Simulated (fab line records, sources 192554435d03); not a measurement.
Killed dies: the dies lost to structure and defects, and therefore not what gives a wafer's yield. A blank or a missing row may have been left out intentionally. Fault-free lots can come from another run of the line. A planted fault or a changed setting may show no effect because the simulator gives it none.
fab line records    flow n5_finfet
record: lots: 11  wafers: 32  last_day: 17
route steps=1938 shown PASS1_DEP@1831 MIM_BOT@1832 MIM_BOT_ETCH@1866 PASSIVATION@1910
lots that met no fault: taken from a fault-free run of the same line
start_h: start of the lot's first displayed wafer, in hours after the record's first day    wait_h: hours since the lot's step before    " as in the row above    L1.1+2: several wafers, shown together as one row    - no value, or no start was given    * or withheld: withheld    < > ~ a bound
route shown NAME@n: NAME is a module with steps in the file, n the number in the route of the first one    usual: the fault-free wafers' mean and standard deviation    same: alike in all rows    chamber/n: place in a boat    sites: per-site readings    _std_site: their standard deviation    _edge_site: mean of outer sites minus mean of inner sites    radius_mm: how far each site lies from the wafer's centre    mask NAME#n: copy n    behind: the last tool/chamber to shape the wafer    hold: reason for holding the lot/hours on hold/outcome of the hold    device: which transistor (n, p or np) failed to switch    end of line: the route-end tests of the same wafers    for a step that has no rows: nothing shown but its recipe    killed: dies lost to structure and defects at the first sort, not the wafer's yield    map: a wafer's dies, x killed, . not, _ none there
set.NAME: setting as actually run; set.NAME@STEP: the setting as run at that earlier step    model.NAME: the simulator's own value behind a step, which no gauge read
steps of the route over a sample of lots; a table a step, a row a wafer
services: when a tool's chamber went out of use (start_h, in hours from the record's first day, below 0 if earlier), for how many hours, and the reason
== steps ==
step: N5_PASSIVATION_PECVD_00
recipe: material: SiO2  target_thk_a: 2000  temp_c: 400  precursor: SiH4/N2O  pressure_torr: 2.7  rf_w: 608  time_s: 11.2
usual: heater_power_w: 674/70  showerhead_plenum_p_Torr: 8.18/0.082  throttle_valve_pct: 53.0/2.5
lot.wafer  tool      chamber  start_h  wait_h  heater_power_w  showerhead_plenum_p_Torr  throttle_valve_pct
L289.1     pecvd-01  0        245.24   0.8     636             8.13                      51.8
L289.4     "         1        "        "       577             8.12                      56.5
L289.6     "         2        "        "       656             8.11                      46.6
L293.1     pecvd-02  1        270.29   0.8     776             8.21                      53.4
L293.3     "         2        "        "       539             8.11                      50.1
L293.5     "         0        "        "       721             8.16                      53.7
L295.1     pecvd-02  2        278.27   0.8     495             8.12                      50.1
L295.2     "         1        "        "       737             8.22                      53.9
L299.1     pecvd-02  2        302.00   0.8     609             8.11                      50.2
L299.2     "         1        "        "       773             8.22                      53.4
L299.3     "         0        "        "       704             8.13                      53.9
L301.3     pecvd-03  1        342.97   0.5     593             8.22                      54.9
L301.4     "         0        "        "       709             8.36                      55.1
L301.6     "         2        "        "       542             8.21                      51.3
L306.1     pecvd-02  0        364.94   0.8     660             8.15                      53.5
L306.4     "         2        "        "       619             8.11                      50.6
L306.5     "         0        "        "       682             8.13                      53.8
L308.1     pecvd-03  1        368.74   0.8     608             8.17                      54.7
L308.3     "         0        "        "       738             8.36                      54.9
L308.4     "         0        "        "       735             8.37                      55.2
L307.1     pecvd-02  0        378.36   0.8     648             8.15                      53.6
L307.2     "         2        "        "       595             8.10                      50.7
L307.5     "         0        "        "       665             8.12                      53.7
L310.1     pecvd-01  0        380.39   0.8     657             8.13                      52.1
L310.2     "         1        "        "       685             8.10                      56.7
L310.3     "         2        "        "       687             8.11                      47.1
L309.2     pecvd-02  0        386.96   0.7     701             8.16                      53.7
L309.3     "         0        "        "       715             8.14                      53.8
L309.6     "         0        "        "       753             8.16                      53.9
L312.2     pecvd-03  2        394.79   0.7     675             8.21                      51.6
L312.4     "         0        "        "       728             8.39                      55.1
L312.5     "         0        "        "       734             8.35                      55.3
step: N5_MIM_BOT_DEGAS_01
recipe: ambient: vacuum  temp_c: 300  time_s: 60
usual: heater_power_w: 432/43
lot.wafer  tool            chamber  start_h  wait_h  heater_power_w
L289.1     pvd_sputter-01  -        246.16   0.9     391
L289.4     "               -        "        "       425
L289.6     "               -        "        "       428
L293.1     pvd_sputter-01  -        271.46   1.1     441
L293.3     "               -        "        "       484
L293.5     "               -        "        "       443
L295.1     pvd_sputter-01  -        280.82   2.5     443
L295.2     "               -        "        "       377
L299.1     pvd_sputter-01  -        302.23   0.2     394
L299.2     "               -        "        "       489
L299.3     "               -        "        "       377
L301.3     pvd_sputter-01  -        343.49   0.5     370
L301.4     "               -        "        "       438
L301.6     "               -        "        "       471
L306.1     pvd_sputter-03  -        366.07   1.1     469
L306.4     "               -        "        "       488
L306.5     "               -        "        "       480
L308.1     pvd_sputter-03  -        369.63   0.9     471
L308.3     "               -        "        "       461
L308.4     "               -        "        "       443
L307.1     pvd_sputter-01  -        378.55   0.2     396
L307.2     "               -        "        "       493
L307.5     "               -        "        "       500
L310.1     pvd_sputter-02  -        381.17   0.8     426
L310.2     "               -        "        "       414
L310.3     "               -        "        "       541
L309.2     pvd_sputter-03  -        387.44   0.5     421
L309.3     "               -        "        "       449
L309.6     "               -        "        "       448
L312.2     pvd_sputter-02  -        397.74   2.9     414
L312.4     "               -        "        "       402
L312.5     "               -        "        "       530
step: N5_MIM_BOT_ETCH_ETCH_04
recipe: chemistry: CF4/O2  target: SiNx  target_depth_a: 260  time_s: 13  ion_energy_ev: 100  pressure_mtorr: 40  source_w: 535  bias_w: 49  Ar_flow_sccm: 100  cf4_flow_sccm: 100  O2_flow_sccm: 10
usual: drypump_motor_current_A: 5.7/0.48  oes_product_au: 0.81/0.068  rf_vpp_V: 238/4.5  showerhead_plenum_p_Torr: 2.20/0.08  throttle_valve_pct: 15.99/0.18
lot.wafer  tool         chamber  start_h  wait_h  drypump_motor_current_A  oes_product_au  rf_hours_counter_h  rf_vpp_V  showerhead_plenum_p_Torr  throttle_valve_pct
L289.1     rie_diel-01  0        249.21   0.0     4.7                      0.71            229                 237       2.17                      15.97
L289.4     "            0        "        "       4.7                      0.71            -                   236       2.17                      15.98
L289.6     "            2        "        "       6.1                      0.89            -                   239       2.25                      15.86
L293.1     rie_diel-02  3        273.82   0.0     6.1                      0.88            41                  236       2.16                      15.96
L293.3     "            2        "        "       5.8                      0.84            57                  246       2.25                      15.90
L293.5     "            2        "        "       5.8                      0.84            -                   249       2.25                      15.92
L295.1     rie_diel-02  0        283.44   0.0     5.5                      0.85            79                  235       2.33                      15.95
L295.2     "            1        "        "       6.3                      0.74            190                 233       2.12                      15.94
L299.1     rie_diel-02  0        304.46   0.0     5.5                      0.84            85                  234       2.33                      15.97
L299.2     "            1        "        "       6.3                      0.73            196                 235       2.12                      15.98
L299.3     "            3        "        "       6.1                      0.87            51                  236       2.15                      15.98
L301.3     rie_diel-02  0        345.96   0.0     5.5                      0.82            96                  234       2.32                      15.99
L301.4     "            1        "        "       6.4                      0.73            -                   233       2.12                      16.00
L301.6     "            0        "        "       5.5                      0.82            -                   234       2.32                      15.98
L306.1     rie_diel-02  1        368.28   0.0     6.3                      0.72            215                 232       2.11                      16.00
L306.4     "            0        "        "       5.5                      0.81            105                 234       2.32                      16.00
L306.5     "            2        "        "       5.8                      0.81            -                   246       2.24                      15.96
L308.1     rie_diel-01  1        372.59   0.0     5.0                      0.68            250                 241       2.08                      16.52
L308.3     "            3        "        "       5.4                      0.81            98                  248       2.14                      15.89
L308.4     "            2        "        "       6.2                      0.83            77                  240       2.24                      15.94
L307.1     rie_diel-02  3        382.74   0.0     6.1                      0.82            77                  236       2.14                      16.03
L307.2     "            2        "        "       5.8                      0.81            90                  247       2.24                      15.98
L307.5     "            2        "        "       5.8                      0.80            -                   247       2.24                      15.98
L310.1     rie_diel-01  3        383.49   0.0     5.4                      0.80            104                 247       2.14                      15.90
L310.2     "            2        "        "       6.2                      0.81            83                  239       2.23                      15.96
L310.3     "            0        "        "       4.7                      0.90            25                  236       2.15                      15.61
L309.2     rie_diel-06  3        389.71   0.0     5.6                      0.76            158                 235       2.11                      16.16
L309.3     "            2        "        "       5.6                      0.92            17                  230       2.24                      16.01
L309.6     "            1        "        "       6.3                      0.85            -                   241       2.14                      15.86
L312.2     rie_diel-06  1        401.48   0.0     6.3                      0.83            89                  241       2.14                      15.88
L312.4     "            3        "        "       5.6                      0.76            161                 236       2.11                      16.16
L312.5     "            2        "        "       5.5                      0.92            -                   231       2.24                      16.02
step: N5_PASSIVATION_ETCH_59
recipe: chemistry: Cl2/BCl3  target: TaN  target_depth_a: 650  time_s: 34.9  ion_energy_ev: 100  pressure_mtorr: 10  icp_w: 900  bias_w: 100  Cl2_flow_sccm: 60  bcl3_flow_sccm: 30
usual: drypump_motor_current_A: 5.4/0.5  oes_product_au: 0.80/0.085  throttle_valve_pct: 21.12/0.24
lot.wafer  tool          chamber  start_h  wait_h  drypump_motor_current_A  oes_product_au  rf_hours_counter_h  throttle_valve_pct
L289.1     rie_metal-01  0        253.85   0.3     5.9                      0.77            32                  21.35
L289.4     "             0        "        "       5.9                      0.78            -                   21.33
L289.6     "             0        "        "       5.9                      0.78            -                   21.33
L293.1     rie_metal-02  0        277.47   0.3     5.4                      0.64            108                 21.54
L293.3     "             0        "        "       5.4                      0.64            -                   21.55
L293.5     "             1        "        "       5.6                      0.61            -                   21.26
L295.1     rie_metal-01  1        288.20   0.3     5.1                      1.29            22                  20.18
L295.2     "             0        "        "       5.9                      0.76            36                  21.33
L299.1     rie_metal-01  1        311.48   0.3     5.1                      1.27            24                  20.20
L299.2     "             0        "        "       5.9                      0.75            38                  21.36
L299.3     "             0        "        "       5.9                      1.13            -                   20.43
L301.3     rie_metal-03  1        351.97   0.5     4.8                      0.80            -                   20.92
L301.4     "             1        "        "       4.8                      0.80            -                   20.96
L301.6     "             1        "        "       4.8                      0.80            -                   20.95
L306.1     rie_metal-02  0        372.87   0.3     5.4                      0.98            1                   21.11
L306.4     "             1        "        "       5.6                      0.94            -                   21.10
L306.5     "             1        "        "       5.6                      0.96            -                   21.10
L308.1     rie_metal-03  0        376.51   0.3     6.4                      0.84            19                  20.63
L308.3     "             0        "        "       6.4                      0.84            -                   20.63
L308.4     "             1        "        "       4.8                      0.80            -                   20.95
L307.1     rie_metal-02  0        388.22   0.3     5.4                      0.96            3                   21.15
L307.2     "             1        "        "       5.6                      0.92            7                   21.14
L307.5     "             1        "        "       5.6                      0.92            -                   21.12
L310.1     rie_metal-01  0        388.86   0.3     5.9                      0.73            46                  21.38
L310.2     "             1        "        "       5.1                      0.81            31                  21.17
L310.3     "             1        "        "       5.1                      0.82            -                   21.16
L309.2     rie_metal-03  0        393.62   0.3     6.4                      0.83            21                  20.63
L309.3     "             0        "        "       6.4                      0.83            -                   20.65
L309.6     "             0        "        "       6.4                      0.83            -                   20.62
L312.2     rie_metal-03  0        404.89   0.3     6.4                      0.84            23                  20.63
L312.4     "             0        "        "       6.4                      0.83            -                   20.62
L312.5     "             0        "        "       6.4                      0.83            -                   20.62
step: N5_PASSIVATION_PROBE_49
usual: defect_limited_yield: 91.0/1.5  killed_at_M0_to_M3: 34/11  killed_at_M4_up: 14/5.3  killed_at_contacts: 13/7  killed_at_front_end: 41/13  killed_at_other: 4/3.1  killed_dies: 106/17  killed_on_rim: 14/3.9  killed_open: 70/12  killed_short: 35/8  sort_bin_5_function: 5.2/0.98  sort_bin_6_memory: 3.4/0.69  sort_n_pass: 1074/17  sort_yield_pct: 91.0/1.5
same: gross_dies: 1180  killed_at_back_side: 0  sort_bin_4_leakage[%]: 0  sort_bin_8_speed[%]: 0
lot.wafer  tool       chamber  start_h  wait_h  defect_limited_yield[%]  killed_at_M0_to_M3  killed_at_M4_up  killed_at_contacts  killed_at_front_end  killed_at_other  killed_dies  killed_on_rim  killed_open  killed_short  sort_bin_5_function[%]  sort_bin_6_memory[%]  sort_n_pass  sort_yield_pct[%]
L289.1     prober-02  -        258.38   0.0     91.8                     16                  12               9                   55                   5                97           16             54           43            4.2                     3.6                   1083         91.8
L289.4     prober-02  -        258.53   0.2     91.8                     30                  11               8                   44                   4                97           12             68           27            4.7                     3.4                   1083         91.8
L289.6     prober-02  -        258.63   0.3     93.1                     22                  11               3                   39                   7                82           11             63           19            4.4                     2.5                   1098         93.1
L293.1     prober-01  -        282.26   0.0     91.4                     19                  10               15                  46                   11               101          17             64           34            5.3                     3.1                   1079         91.4
L293.3     prober-01  -        282.36   0.1     88.6                     52                  13               11                  54                   5                135          21             88           44            6.4                     4.1                   1045         88.6
L293.5     prober-01  -        282.46   0.2     89.7                     18                  10               25                  68                   1                122          17             81           39            5.9                     3.7                   1058         89.7
L295.1     prober-01  -        292.73   0.0     90.9                     40                  16               15                  30                   6                107          15             74           32            5.9                     2.7                   1073         90.9
L295.2     prober-01  -        292.78   0.1     89.4                     31                  32               12                  38                   12               125          14             74           49            5.5                     4.4                   1055         89.4
L299.1     prober-01  -        317.91   0.0     89.8                     47                  14               6                   52                   1                120          17             67           48            5.9                     3.6                   1060         89.8
L299.2     prober-01  -        317.96   0.1     89.9                     41                  12               8                   53                   5                119          16             66           48            5.7                     3.9                   1061         89.9
L299.3     prober-01  -        318.01   0.1     89.8                     26                  11               21                  61                   1                120          18             82           38            5.8                     3.8                   1060         89.8
L306.1     prober-02  -        377.16   0.0     89.4                     43                  12               13                  54                   3                125          20             78           45            6.5                     3.7                   1055         89.4
L306.4     prober-02  -        377.31   0.2     90.3                     40                  10               20                  40                   4                114          7              71           41            4.8                     4.1                   1066         90.3
L306.5     prober-02  -        377.36   0.2     91.1                     41                  9                28                  25                   2                105          14             73           31            5.1                     3.6                   1075         91.1
L307.1     prober-02  -        392.62   0.0     90.6                     45                  6                10                  44                   6                111          10             64           47            6.3                     3.0                   1069         90.6
L307.2     prober-02  -        392.67   0.1     91.0                     37                  11               17                  32                   9                106          13             76           29            5.0                     3.6                   1074         91.0
L307.5     prober-02  -        392.82   0.2     91.0                     32                  14               23                  32                   5                106          14             63           42            5.5                     3.3                   1074         91.0
L310.1     prober-01  -        393.31   0.0     92.8                     22                  8                4                   46                   5                85           21             48           35            4.0                     2.9                   1095         92.8
L310.2     prober-01  -        393.36   0.1     89.7                     32                  9                4                   74                   2                121          13             89           31            5.2                     4.7                   1059         89.7
L310.3     prober-01  -        393.41   0.1     90.8                     32                  7                13                  53                   3                108          18             82           24            4.9                     3.8                   1072         90.8
killed by level:class
L289.1 FIN_SAQP:geometric_particle:open=17 FIN_SAQP:geometric_particle:short=17 MOL_CONTACT_COAG:geometric_particle:open=8 BEOL_M0_SAQP:geometric_particle:short=7 DUMMY_GATE:geometric_particle:open=6 BEOL_M0_SAQP:geometric_particle:open=5 BEOL_M4:geometric_particle:short=4 GATE_CUT:geometric_particle:open=3
L289.4 BEOL_M2:geometric_particle:open=14 FIN_SAQP:geometric_particle:open=12 STI_FIN_REVEAL:geometric_particle:open=7 MOL_CONTACT_COAG:geometric_particle:open=7 BEOL_M4:geometric_particle:open=5 FIN_SAQP:geometric_particle:short=4 DUMMY_GATE:geometric_particle:short=4 BEOL_M0_SAQP:geometric_particle:open=4
L289.6 FIN_SAQP:geometric_particle:open=11 FIN_SAQP:geometric_particle:short=7 DUMMY_GATE:geometric_particle:open=6 BEOL_M4:geometric_particle:open=6 BEOL_M0_SAQP:geometric_particle:open=5 BEOL_M3:geometric_particle:open=5 STI_FIN_REVEAL:geometric_particle:open=4 BEOL_M2:geometric_particle:open=4
L293.1 STI_FIN_REVEAL:geometric_particle:open=13 MOL_CONTACT_COAG:geometric_particle:open=11 FIN_SAQP:geometric_particle:open=9 DUMMY_GATE:geometric_particle:open=7 BEOL_M3:geometric_particle:open=6 MIM_TOP_ETCH:geometric_particle:short=6 FIN_SAQP:geometric_particle:short=5 BEOL_M2:geometric_particle:open=4
L293.3 FIN_SAQP:geometric_particle:open=19 BEOL_M0_SAQP:geometric_particle:open=14 BEOL_M0_SAQP:geometric_particle:short=12 FIN_SAQP:geometric_particle:short=10 BEOL_M2:geometric_particle:open=8 STI_FIN_REVEAL:geometric_particle:open=7 BEOL_M1:geometric_particle:open=6 BEOL_M4:geometric_particle:open=6
L293.5 MOL_CONTACT_COAG:geometric_particle:open=16 FIN_SAQP:geometric_particle:open=15 STI_FIN_REVEAL:geometric_particle:open=11 FIN_SAQP:geometric_particle:short=10 GATE_CUT:geometric_particle:open=10 MOL_CONTACT_COAG:geometric_particle:short=9 GATE_CUT:geometric_particle:short=8 BEOL_M0_SAQP:geometric_particle:open=5
L295.1 BEOL_M3:geometric_particle:open=13 BEOL_M0_SAQP:geometric_particle:open=11 MOL_CONTACT_COAG:geometric_particle:open=10 FIN_SAQP:geometric_particle:open=7 STI_FIN_REVEAL:geometric_particle:open=7 FIN_SAQP:geometric_particle:short=6 BEOL_M3:geometric_particle:short=6 MOL_CONTACT_COAG:geometric_particle:short=5
L295.2 BEOL_M0_SAQP:geometric_particle:short=14 BEOL_M4:geometric_particle:open=11 BEOL_M3:geometric_particle:open=9 MOL_CONTACT_COAG:geometric_particle:open=8 DUMMY_GATE:geometric_particle:open=6 BEOL_M4:geometric_particle:short=6 FIN_SAQP:geometric_particle:short=5 BEOL_M5:geometric_particle:open=5
L299.1 BEOL_M0_SAQP:geometric_particle:short=14 BEOL_M0_SAQP:geometric_particle:open=14 STI_FIN_REVEAL:geometric_particle:open=8 BEOL_M3:geometric_particle:open=8 DUMMY_GATE:geometric_particle:open=7 BEOL_M1:geometric_particle:open=6 FIN_SAQP:geometric_particle:short=5 FIN_SAQP:geometric_particle:open=5
L299.2 BEOL_M0_SAQP:geometric_particle:short=15 BEOL_M0_SAQP:geometric_particle:open=15 STI_FIN_REVEAL:geometric_particle:open=13 FIN_SAQP:geometric_particle:open=9 FIN_SAQP:geometric_particle:short=6 STI_FIN_REVEAL:geometric_particle:short=5 BEOL_M1:geometric_particle:open=5 DUMMY_GATE:geometric_particle:open=4
L299.3 FIN_SAQP:geometric_particle:open=17 STI_FIN_REVEAL:geometric_particle:open=17 MOL_CONTACT_COAG:geometric_particle:open=16 FIN_SAQP:geometric_particle:short=7 BEOL_M0_SAQP:geometric_particle:open=7 STI_FIN_REVEAL:geometric_particle:short=5 MOL_CONTACT_COAG:geometric_particle:short=5 BEOL_M0_SAQP:geometric_particle:short=5
L306.1 STI_FIN_REVEAL:geometric_particle:open=14 BEOL_M2:geometric_particle:open=14 FIN_SAQP:geometric_particle:short=11 MOL_CONTACT_COAG:geometric_particle:open=11 BEOL_M2:geometric_particle:short=7 BEOL_M3:geometric_particle:open=6 STARTING-WAFER:geometric_particle:short=6 BEOL_M0_SAQP:geometric_particle:open=5
L306.4 FIN_SAQP:geometric_particle:short=13 MOL_CONTACT_COAG:geometric_particle:open=12 BEOL_M3:geometric_particle:open=11 BEOL_M2:geometric_particle:open=10 MOL_CONTACT_COAG:geometric_particle:short=8 BEOL_M0_SAQP:geometric_particle:open=7 FIN_SAQP:geometric_particle:open=6 BEOL_M1:geometric_particle:open=5
L306.5 MOL_CONTACT_COAG:geometric_particle:open=22 BEOL_M2:geometric_particle:open=10 BEOL_M3:geometric_particle:open=8 MOL_CONTACT_COAG:geometric_particle:short=6 FIN_SAQP:geometric_particle:open=5 BEOL_M0:geometric_particle:open=5 DUMMY_GATE:geometric_particle:open=4 BEOL_M0_SAQP:geometric_particle:short=4
L307.1 DUMMY_GATE:geometric_particle:open=12 BEOL_M0_SAQP:geometric_particle:short=12 BEOL_M1:geometric_particle:open=10 STI_FIN_REVEAL:geometric_particle:open=7 GATE_CUT:geometric_particle:short=7 MOL_CONTACT_COAG:geometric_particle:open=7 BEOL_M0_SAQP:geometric_particle:open=6 FIN_SAQP:geometric_particle:open=5
L307.2 BEOL_M0_SAQP:geometric_particle:open=13 MOL_CONTACT_COAG:geometric_particle:open=10 STI_FIN_REVEAL:geometric_particle:open=8 FIN_SAQP:geometric_particle:open=7 MOL_CONTACT_COAG:geometric_particle:short=7 BEOL_M4:geometric_particle:open=6 BEOL_M1:geometric_particle:open=5 GATE_CUT:geometric_particle:short=4
L307.5 MOL_CONTACT_COAG:geometric_particle:open=19 GATE_CUT:geometric_particle:short=7 BEOL_M0_SAQP:geometric_particle:open=7 BEOL_M4:geometric_particle:open=6 BEOL_M0_SAQP:geometric_particle:short=5 BEOL_M3:geometric_particle:open=5 GATE_CUT:geometric_particle:open=4 MOL_CONTACT_COAG:geometric_particle:short=4
L310.1 STI_FIN_REVEAL:geometric_particle:open=13 FIN_SAQP:geometric_particle:short=10 FIN_SAQP:geometric_particle:open=7 BEOL_M2:geometric_particle:short=5 MOL_CONTACT_COAG:geometric_particle:open=4 BEOL_M0_SAQP:geometric_particle:short=4 BEOL_M3:geometric_particle:open=4 MIM_TOP_ETCH:geometric_particle:short=4
L310.2 FIN_SAQP:geometric_particle:open=27 STI_FIN_REVEAL:geometric_particle:open=26 BEOL_M3:geometric_particle:open=9 BEOL_M0_SAQP:geometric_particle:open=8 FIN_SAQP:geometric_particle:short=7 BEOL_M0_SAQP:geometric_particle:short=6 STI_FIN_REVEAL:geometric_particle:short=5 BEOL_M4:geometric_particle:open=4
L310.3 STI_FIN_REVEAL:geometric_particle:open=22 FIN_SAQP:geometric_particle:open=13 MOL_CONTACT_COAG:geometric_particle:open=12 BEOL_M2:geometric_particle:open=10 BEOL_M0_SAQP:geometric_particle:open=6 STI_FIN_REVEAL:geometric_particle:short=5 BEOL_M0_SAQP:geometric_particle:short=5 GATE_CUT:geometric_particle:open=4
== services ==
tool            chamber  start_h  hours  kind
rie_metal-02    0        221.71   10.9   repair
pecvd-03        0        232.59   2.1    scheduled_down
rie_diel-02     2        235.45   2.4    repair
rie_diel-01     3        246.14   18.9   repair
pecvd-02        0        253.03   5.5    scheduled_down
rie_metal-01    1        271.26   6.8    repair
rie_metal-03    0        273.61   97.5   repair
pecvd-01        0        275.08   15.7   repair
rie_metal-02    1        282.34   -      clean
rie_metal-02    1        282.34   22.9   scheduled_down
rie_metal-02    1        282.34   22.9   vent_cycle
pvd_sputter-02  -        288.44   40.3   repair
pecvd-01        0        291.87   11.2   repair
rie_diel-01     2        299.37   5.1    repair
rie_diel-01     -        311.59   0.2    repair
pecvd-03        -        343.35   14.6   pm
rie_diel-02     2        343.93   4.8    repair
pecvd-01        -        348.09   1.2    repair
rie_diel-02     2        363.16   1.3    repair
pvd_sputter-01  -        365.77   7.8    repair
rie_diel-02     1        369.34   9.8    repair
rie_diel-06     3        380.46   6.0    repair
pecvd-02        2        385.91   5.5    scheduled_down
rie_metal-01    0        399.87   6.2    repair
== key ==
first_sign: step: N5_PASSIVATION_ETCH_59  reading: oes_product_au  direction: up  sigmas: 5.1  usual: 0.80  struck: 1.23
effect: step: N5_PASSIVATION_ETCH_59  reading: throttle_valve_pct  direction: down  sigmas: 3.6  usual: *  struck: *
met_at N5_PASSIVATION_ETCH_59
struck_lots L295,L299
struck_wafers L295.1,L299.1,L299.3
not_acting_at N5_PASSIVATION_PECVD_00,N5_MIM_BOT_DEGAS_01,N5_MIM_BOT_ETCH_ETCH_04
onset_between 253.85 288.20
fault: kind: process_parameter_drift  tool: rie_metal-01  chamber: -  onset_h: 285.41  steps: N5_PASSIVATION_ETCH_59  channel: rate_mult  offset: 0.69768  shape: step  end_h: 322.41  scope: struck_wafers_only
